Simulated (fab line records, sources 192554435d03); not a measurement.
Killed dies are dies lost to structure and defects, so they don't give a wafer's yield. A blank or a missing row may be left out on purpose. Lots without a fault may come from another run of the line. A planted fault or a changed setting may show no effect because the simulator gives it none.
fab line records | flow n5_finfet
record lots=13 wafers=32 last_day=19
route steps=1938 shown BEOL_M0@716 BEOL_M15@1773 PASSIVATION@1936
lots that met no fault: from a run of the same line without faults
start_h: hours from the record's first day to the start of the lot's first wafer shown | wait_h: hours since the lot's step before | " the same as in the row above | L1.1+2: a row that stands for several wafers | - no value, or no start given | * or withheld: withheld | < > ~ a bound
route shown NAME@n: a module of which the file shows steps, and the number in the route of the first | usual: mean/standard deviation of fault-free wafers | same: alike in all rows | chamber/n: place in a boat | sites: the reading at each site | _std_site: their standard deviation | _edge_site: outer sites' mean less inner sites' | radius_mm: how far each site lies from the wafer's centre | mask NAME#n: copy n | behind: the tool/chamber that last shaped the wafer | hold: why the lot was held/for how many hours/how that ended | device: the transistor (n, p or np) that didn't switch | end of line: the same wafers' tests at the end of the route | a step without rows: its recipe alone | killed: dies lost to structure and defects at the first sort, not the wafer's yield | map: a wafer's dies, x killed, . not, _ none there
set.NAME: the setting as run; set.NAME@STEP: as run at that earlier step | model.NAME: the simulator's own value behind a step, which no gauge read
steps of the route over a sample of lots; a table a step, a row a wafer
services: from which hour (start_h, from the record's first day; less than 0 if before it) a tool's chamber was out of use, for how many hours, and why
## steps
# step N5_BEOL_M0_HM_OPEN_105
# recipe chemistry=Cl2/BCl3 target_depth_a=120 target=TiN ion_energy_ev=150 pressure_mtorr=10 icp_w=1000 bias_w=126 Cl2_flow_sccm=53.25 bcl3_flow_sccm=21.75 Ar_flow_sccm=25
# usual bcl3_flow_sccm=21.75/0.062 drypump_motor_current_A=5.6/0.41 oes_product_au=0.79/0.13 throttle_valve_pct=22.0/0.37
# columns lot.wafer tool chamber start_h wait_h bcl3_flow_sccm drypump_motor_current_A oes_product_au rf_hours_counter_h throttle_valve_pct
L227.2 rie_metal-02 1 112.23 0.1 21.73 4.8 0.70 70 22.2
L227.3 " 0 " " 21.63 5.8 0.65 - 22.6
L227.5 " 1 " " 21.70 4.8 0.71 - 22.2
L228.3 rie_metal-01 1 119.69 2.0 21.79 6.0 0.95 - 22.1
L228.4 " 0 " " 21.69 5.6 0.85 - 21.8
L229.1 rie_metal-01 0 141.35 2.3 21.80 5.6 0.84 11 21.9
L229.5 " 1 " " 21.75 6.0 0.93 - 22.1
L229.6 " 0 " " 21.72 5.6 0.84 - 21.9
L231.3 rie_metal-03 1 148.18 1.6 21.72 5.7 0.57 - 22.2
L231.6 " 0 " " 21.73 5.7 0.59 - 21.7
L233.1 rie_metal-01 0 156.16 0.4 21.75 5.6 0.84 13 21.8
L233.3 " 0 " " 21.72 5.6 0.85 - 21.8
L233.4 " 1 " " 21.84 6.1 0.90 - 22.1
L234.1 rie_metal-01 1 159.32 0.1 21.74 6.0 0.90 4 22.1
L234.2 " 0 " " 21.75 5.6 0.84 13 21.9
L234.4 " 0 " " 21.77 5.6 0.84 - 21.9
L238.5 rie_metal-02 0 188.66 3.4 21.66 5.8 0.64 - 22.6
L238.6 " 1 " " 21.66 4.8 0.70 - 22.2
L241.1 rie_metal-01 1 202.04 2.1 21.79 6.1 0.86 9 22.1
L241.4 " 0 " " 21.76 5.5 0.81 - 21.9
L239.2 rie_metal-02 0 202.13 9.8 21.69 5.8 0.63 122 22.6
L239.4 " 1 " " 21.83 4.8 0.70 - 22.2
L240.1 rie_metal-03 0 204.26 11.6 21.75 5.7 1.01 0 21.2
L240.5 " 0 " " 21.83 5.7 1.01 - 21.2
L246.1 rie_metal-01 0 231.61 0.1 21.68 5.6 0.81 21 21.9
L246.3 " 0 " " 21.75 5.6 0.81 - 21.9
L246.5 " 0 " " 21.69 5.6 0.81 - 21.9
L247.1 rie_metal-01 0 237.98 0.1 21.88 5.6 0.81 21 21.9
L247.2 " 1 " " 21.78 6.1 0.86 12 22.1
L247.5 " 0 " " 21.81 5.6 0.82 - 21.9
L250.1 rie_metal-02 0 252.02 0.1 21.73 5.8 1.00 0 22.1
L250.4 " 1 " " 21.76 4.8 0.69 - 22.2
# step N5_BEOL_M15_ILD_DEP_00
# recipe material=SiO2 target_thk_a=16293 temp_c=400 precursor=TEOS/O2 pressure_torr=6.5 rf_w=900 teos_flow_sccm=161.4 gas=O2 flow_sccm=2650 time_s=346.1
# usual heater_power_outer_w=319/97 heater_power_w=577/130 showerhead_plenum_p_Torr=8.368/0.022 throttle_valve_pct=19.1/0.81
# columns lot.wafer tool chamber start_h wait_h heater_power_outer_w heater_power_w showerhead_plenum_p_Torr throttle_valve_pct
L227.2 pecvd-02 1 268.40 0.0 217 419 8.367 19.9
L227.3 " 2 " " 313 603 8.370 18.1
L227.5 " 1 " " 268 507 8.365 19.9
L228.3 pecvd-01 2 269.06 0.0 489 806 8.345 18.1
L228.4 " 0 " " 238 464 8.397 20.1
L231.3 pecvd-02 2 313.41 0.0 306 592 8.347 17.9
L231.6 " 1 " " 280 510 8.358 20.2
L229.1 pecvd-01 1 324.12 0.0 405 734 8.348 20.2
L229.5 " 2 " " 349 623 8.341 18.3
L229.6 " 1 " " 522 847 8.349 20.5
L233.1 pecvd-03 2 332.50 0.0 231 516 8.380 18.2
L233.3 " 0 " " 274 502 8.391 18.7
L233.4 " 1 " " 257 480 8.361 18.5
L234.1 pecvd-03 0 332.94 0.0 312 544 8.406 18.7
L234.2 " 2 " " 327 629 8.384 18.3
L234.4 " 2 " " 211 491 8.357 18.7
L239.2 pecvd-02 1 359.19 0.0 270 512 8.337 19.8
L239.4 " 0 " " 322 522 8.363 18.7
L238.5 pecvd-01 0 365.55 0.1 329 580 8.376 20.1
L238.6 " 1 " " 386 719 8.353 20.2
L241.1 pecvd-03 0 369.92 0.0 219 438 8.391 18.9
L241.4 " 2 " " 204 465 8.367 18.6
L240.1 pecvd-01 1 376.73 0.0 521 877 8.332 20.3
L240.5 " 0 " " 241 466 8.400 20.0
L246.1 pecvd-03 0 397.97 0.0 294 519 8.406 18.8
L246.3 " 2 " " 285 578 8.361 18.9
L246.5 " 2 " " 213 467 8.352 18.8
L247.1 pecvd-02 0 408.23 0.0 320 510 8.388 18.9
L247.2 " 1 " " 258 478 8.351 19.8
L247.5 " 2 " " 223 475 8.344 18.1
L250.1 pecvd-02 0 434.18 0.0 360 570 8.391 18.9
L250.4 " 1 " " 186 384 8.375 19.8
# step N5_BEOL_M15_CD_MEAS_17
# recipe target_cd_nm=360 polarity=opening
# usual cd_nm=361/3.1
# columns lot.wafer tool chamber start_h wait_h cd_nm
L227.2 cd_sem-03 - 269.66 0.0 359
L227.3 " - " " 358
L227.5 " - " " 360
L228.3 cd_sem-02 - 270.49 0.0 360
L228.4 " - " " 359
L231.3 cd_sem-03 - 314.60 0.0 355
L231.6 " - " " 361
L229.1 cd_sem-03 - 325.31 0.0 362
L229.5 " - " " 366
L229.6 " - " " 360
L233.1 cd_sem-01 - 333.69 0.0 360
L233.3 " - " " 363
L233.4 " - " " 366
L234.1 cd_sem-02 - 334.09 0.0 367
L234.2 " - " " 366
L234.4 " - " " 364
L239.2 cd_sem-01 - 360.33 0.0 360
L239.4 " - " " 356
L238.5 cd_sem-03 - 366.62 0.0 358
L238.6 " - " " 355
L241.1 cd_sem-01 - 371.06 0.0 362
L241.4 " - " " 362
L240.1 cd_sem-02 - 377.99 0.0 362
L240.5 " - " " 362
L246.1 cd_sem-02 - 399.23 0.0 363
L246.3 " - " " 366
L246.5 " - " " 365
L247.1 cd_sem-01 - 409.37 0.0 362
L247.2 " - " " 363
L247.5 " - " " 360
L250.1 cd_sem-01 - 435.44 0.0 357
L250.4 " - " " 363
# step N5_BEOL_M15_DEP_53
# recipe material=SiCN target_thk_a=500 temp_c=withheld precursor=3MS/NH3 pressure_torr=3 rf_w=675 time_s=17.8
# usual showerhead_plenum_p_Torr=4.173/0.013 throttle_valve_pct=18.5/0.75
# columns lot.wafer tool chamber start_h wait_h showerhead_plenum_p_Torr throttle_valve_pct
L227.2 pecvd-01 2 273.39 0.0 4.160 17.7
L227.3 " 1 " " 4.154 19.6
L227.5 " 0 " " 4.190 19.2
L228.3 pecvd-02 1 273.49 0.0 4.185 19.3
L228.4 " 2 " " 4.182 17.5
L231.3 pecvd-03 2 318.79 0.0 4.164 18.0
L231.6 " 0 " " 4.200 18.2
L229.1 pecvd-01 0 330.54 0.0 4.185 19.4
L229.5 " 0 " " 4.189 19.4
L229.6 " 1 " " 4.153 19.8
L233.1 pecvd-03 0 337.65 0.0 4.188 18.2
L233.3 " 2 " " 4.159 17.8
L233.4 " 2 " " 4.151 17.7
L234.1 pecvd-02 2 338.33 0.0 4.161 17.5
L234.2 " 0 " " 4.182 18.3
L234.4 " 2 " " 4.159 17.5
L239.2 pecvd-03 2 365.02 0.0 4.177 17.8
L239.4 " 1 " " 4.163 18.2
L238.5 pecvd-01 2 371.26 0.0 4.153 18.0
L238.6 " 0 " " 4.184 19.0
L241.1 pecvd-01 1 377.30 0.0 4.160 19.6
L241.4 " 2 " " 4.169 17.5
L240.1 pecvd-02 2 382.88 0.0 4.167 17.4
L240.5 " 0 " " 4.185 18.1
L246.1 pecvd-02 2 403.56 0.0 4.163 17.6
L246.3 " 0 " " 4.194 18.6
L246.5 " 1 " " 4.173 19.3
L247.1 pecvd-02 2 414.14 0.0 4.174 17.8
L247.2 " 0 " " 4.188 18.4
L247.5 " 2 " " 4.162 17.5
L250.1 pecvd-02 2 445.05 0.0 4.173 17.7
L250.4 " 1 " " 4.175 19.5
# step N5_PASSIVATION_PROBE_49
# usual defect_limited_yield=91.2/1.4 killed_at_M0_to_M3=34/9.3 killed_at_M4_up=14/5.9 killed_at_contacts=14/5.7 killed_at_front_end=38/10 killed_at_other=4/3.2 killed_dies=104/17 killed_open=67/13 killed_short=33/6.9 sort_bin_5_function=5.2/1 sort_bin_6_memory=3.3/0.61 sort_bin_8_speed=0.3/1.8 sort_n_pass=1069/52 sort_yield_pct=91/4.4
# same gross_dies=1180 killed_at_back_side=0 sort_bin_4_leakage[%]=0
# columns lot.wafer tool chamber start_h wait_h defect_limited_yield[%] killed_at_M0_to_M3 killed_at_M4_up killed_at_contacts killed_at_front_end killed_at_other killed_dies killed_open killed_short sort_bin_5_function[%] sort_bin_6_memory[%] sort_bin_8_speed[%] sort_n_pass sort_yield_pct[%]
L246.1 prober-02 - 417.78 0.0 82.4 142 7 15 40 4 208 64 36 11.4 4.5 0 972 82
L246.3 prober-02 - 417.88 0.1 83.0 131 12 9 47 2 201 59 36 10.7 4.5 0 979 83
L246.5 prober-02 - 417.98 0.2 77.2 135 11 30 54 39 269 81 40 14.9 5.8 0 911 77
L247.1 prober-01 - 428.67 0.0 83.5 126 7 20 33 9 195 56 28 10.6 4.3 0 985 83
L247.2 prober-01 - 428.72 0.1 82.7 145 12 15 28 4 204 66 32 10.8 4.7 0 976 83
L247.5 prober-01 - 428.87 0.2 83.9 135 10 10 32 3 190 53 30 10.6 3.7 0 990 84
# killed by level:class
L246.1 BEOL_M0:unspecified=104 DUMMY_GATE:geometric_particle:open=12 MOL_CONTACT_COAG:geometric_particle:open=11 BEOL_M0_SAQP:geometric_particle:short=9 BEOL_M1:geometric_particle:open=8 FIN_SAQP:geometric_particle:open=7 GATE_CUT:geometric_particle:short=5 BEOL_M3:geometric_particle:open=5
L246.3 BEOL_M0:unspecified=101 FIN_SAQP:geometric_particle:open=15 FIN_SAQP:geometric_particle:short=11 BEOL_M0_SAQP:geometric_particle:open=10 MOL_CONTACT_COAG:geometric_particle:open=7 BEOL_M2:geometric_particle:open=7 BEOL_M0_SAQP:geometric_particle:short=6 GATE_CUT:geometric_particle:short=5
L246.5 BEOL_M0:unspecified=106 PASSIVATION:area_etch=35 MOL_CONTACT_COAG:geometric_particle:open=24 FIN_SAQP:geometric_particle:open=20 FIN_SAQP:geometric_particle:short=12 BEOL_M0_SAQP:geometric_particle:short=10 ILD0:geometric_particle:open=6 STI_FIN_REVEAL:geometric_particle:open=5
L247.1 BEOL_M0:unspecified=100 MOL_CONTACT_COAG:geometric_particle:open=14 BEOL_M2:geometric_particle:open=8 GATE_CUT:geometric_particle:short=7 FIN_SAQP:geometric_particle:open=6 BEOL_M3:geometric_particle:open=6 FIN_CUT:geometric_particle:short=5 MOL_CONTACT_COAG:geometric_particle:short=5
L247.2 BEOL_M0:unspecified=103 BEOL_M2:geometric_particle:open=15 MOL_CONTACT_COAG:geometric_particle:open=11 BEOL_M3:geometric_particle:open=9 BEOL_M1:geometric_particle:open=8 FIN_SAQP:geometric_particle:short=5 BEOL_M0_SAQP:geometric_particle:short=5 STI_FIN_REVEAL:geometric_particle:open=5
L247.5 BEOL_M0:unspecified=102 FIN_SAQP:geometric_particle:open=8 BEOL_M0_SAQP:geometric_particle:open=8 MOL_CONTACT_COAG:geometric_particle:open=7 BEOL_M3:geometric_particle:open=6 BEOL_M0_SAQP:geometric_particle:short=5 STARTING-WAFER:geometric_particle:short=5 FIN_SAQP:geometric_particle:short=4
## services
# columns tool chamber start_h hours kind
pecvd-02 - 92.64 0.8 repair
pecvd-01 2 99.15 4.5 repair
pecvd-01 - 99.70 0.3 repair
rie_metal-02 - 144.65 0.8 repair
pecvd-03 0 173.27 5.5 scheduled_down
pecvd-02 1 190.96 5.5 scheduled_down
pecvd-02 2 196.28 4.4 repair
pecvd-02 2 202.38 - clean
pecvd-02 2 202.38 - consumable_replace:showerhead
pecvd-02 2 202.38 29.0 scheduled_down
pecvd-02 2 202.38 29.0 vent_cycle
rie_metal-02 - 204.99 0.6 repair
rie_metal-01 - 219.62 2.8 pm
pecvd-02 - 243.26 0.3 repair
pecvd-03 - 246.62 0.8 repair
pecvd-01 2 284.92 5.5 scheduled_down
rie_metal-02 0 304.83 6.8 repair
pecvd-02 0 305.05 5.5 scheduled_down
pecvd-03 1 314.33 5.5 scheduled_down
pecvd-01 1 355.77 5.0 repair
pecvd-02 1 373.58 2.1 scheduled_down
rie_metal-03 - 392.47 2.8 pm
pecvd-01 0 398.56 2.1 scheduled_down
rie_metal-01 - 438.23 10.0 pm
## key
first_sign step=N5_PASSIVATION_PROBE_49 reading=killed_at_M0_to_M3 direction=up sigmas=11 usual=34 struck=136
effect step=N5_PASSIVATION_PROBE_49 reading=defect_limited_yield direction=down sigmas=6.3 usual=91.2 struck=82.1
more_kills_born_at N5_BEOL_M0_HM_OPEN_105@rie_metal-01=616
met_at N5_BEOL_M0_HM_OPEN_105
struck_lots L246,L247
baseline_loss step=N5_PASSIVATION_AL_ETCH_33 wafers=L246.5
not_acting_at N5_BEOL_M15_ILD_DEP_00,N5_BEOL_M15_CD_MEAS_17,N5_BEOL_M15_DEP_53
onset_between 202.04 231.61
earlier_fault kind=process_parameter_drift tool=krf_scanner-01 chamber=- onset_h=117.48 steps=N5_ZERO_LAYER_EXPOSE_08 channel=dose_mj offset=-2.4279 shape=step acts_in=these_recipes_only stated=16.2
fault kind=chamber_particle_source tool=rie_metal-01 chamber=- onset_h=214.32 steps=N5_BEOL_M0_HM_OPEN_105 rate_per_visit_cm2=0.49013
# baseline_loss: these wafers lose ten dies or more at that step, a loss of the line's own and not of a fault; the sort's usual values leave them out
